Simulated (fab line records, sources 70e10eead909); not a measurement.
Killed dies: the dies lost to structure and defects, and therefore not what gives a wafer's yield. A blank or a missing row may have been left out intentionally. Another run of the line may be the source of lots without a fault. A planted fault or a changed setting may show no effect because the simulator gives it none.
Chamber matching	flow nand_harc	NHARC_P_M0_STRIP_18 on rie_diel-07 has 4 sister chambers
The step strips in N2/H2. 39 wafers are shown with their chamber, then 12 later ones without.

== WAFERS, EACH WITH ITS CHAMBER ==
wafer	chamber	showerhead_plenum_p_Torr (Torr)	drypump_motor_current_A (A)	rf_vpp_V (V)
L074.3	0	1.89	6.0	90.0
L074.4	1	2.06	5.8	90.9
L074.5	2	2.02	6.1	92.2
L076.1	1	2.06	5.9	89.7
L076.3	2	2.02	6.0	90.3
L076.5	1	2.06	5.9	90.2
L078.1	3	1.91	5.6	88.9
L078.2	2	2.02	6.1	90.5
L078.5	3	1.91	5.6	89.5
L079.1	2	2.02	6.0	89.0
L079.3	0	1.89	6.0	90.2
L079.6	0	1.88	5.9	91.0
L080.3	2	2.02	6.0	92.1
L080.5	2	2.02	6.0	90.5
L080.6	3	1.91	5.6	90.4
L084.1	2	2.02	6.0	90.4
L084.2	3	1.91	5.6	89.9
L084.4	0	1.88	5.9	89.8
L083.1	1	2.05	5.9	89.9
L083.2	2	2.02	6.0	91.3
L083.6	3	1.91	5.6	89.5
L085.2	0	1.88	5.9	89.7
L085.4	2	2.02	6.0	90.4
L085.6	0	1.88	5.9	90.8
L086.1	1	2.05	5.9	90.9
L086.2	3	1.91	5.6	89.2
L086.6	3	1.91	5.6	91.1
L087.1	3	1.91	5.6	89.2
L087.2	1	2.05	5.8	91.0
L087.5	2	2.01	6.0	90.4
L089.1	3	1.91	5.6	90.8
L089.4	2	2.01	6.0	91.2
L089.5	1	2.05	5.8	91.1
L090.1	0	1.88	5.9	89.5
L090.2	3	1.91	5.6	90.2
L090.5	1	2.05	5.9	90.3
L093.2	0	1.88	5.9	88.9
L093.5	1	2.05	5.8	90.4
L093.6	0	1.88	6.0	89.5

SIGNATURES (means of the wafers above)
reading	chamber 0	chamber 1	chamber 2	chamber 3	scatter within a chamber
showerhead_plenum_p_Torr	1.8822	2.0533	2.0182	1.9100	0.00385
drypump_motor_current_A	5.933	5.856	6.018	5.600	0.0409
rf_vpp_V	89.933	90.489	90.755	89.870	0.729
Rule: a wafer lies at a distance from a chamber equal to the root of the sum of squares, over the readings, of (its reading less the chamber's mean, divided by the reading's scatter). The wafer belongs to the nearest chamber; if the next one is less than 2 further off, it can't be placed. The scatter: take each reading less its chamber's mean, square it, sum over the shown wafers, divide by the number of wafers less the number of chambers, and take the root.

== WAFERS WITHOUT THEIR CHAMBER ==
wafer	showerhead_plenum_p_Torr (Torr)	drypump_motor_current_A (A)	rf_vpp_V (V)
L094.1	1.88	5.9	90.5
L094.2	2.01	6.0	90.5
L094.6	1.91	5.6	89.6
L095.2	2.05	5.9	90.6
L095.3	1.91	5.6	91.7
L095.6	2.05	5.9	92.2
L096.1	1.91	5.6	88.9
L096.3	1.88	5.9	89.9
L096.4	2.01	6.0	90.9
L097.1	1.88	5.9	90.5
L097.3	2.05	5.9	90.5
L097.6	1.91	5.6	90.0

== WHICH CHAMBER EACH ONE RAN IN ==
wafer	from the rows above	in truth
L094.1	0	0
L094.2	2	2
L094.6	3	3
L095.2	1	1
L095.3	3	3
L095.6	1	1
L096.1	3	3
L096.3	0	0
L096.4	2	2
L097.1	0	0
L097.3	1	1
L097.6	3	3
Correct placement for 12 of the 12. Not placeable from these rows: 0. Placed wrongly: 0.
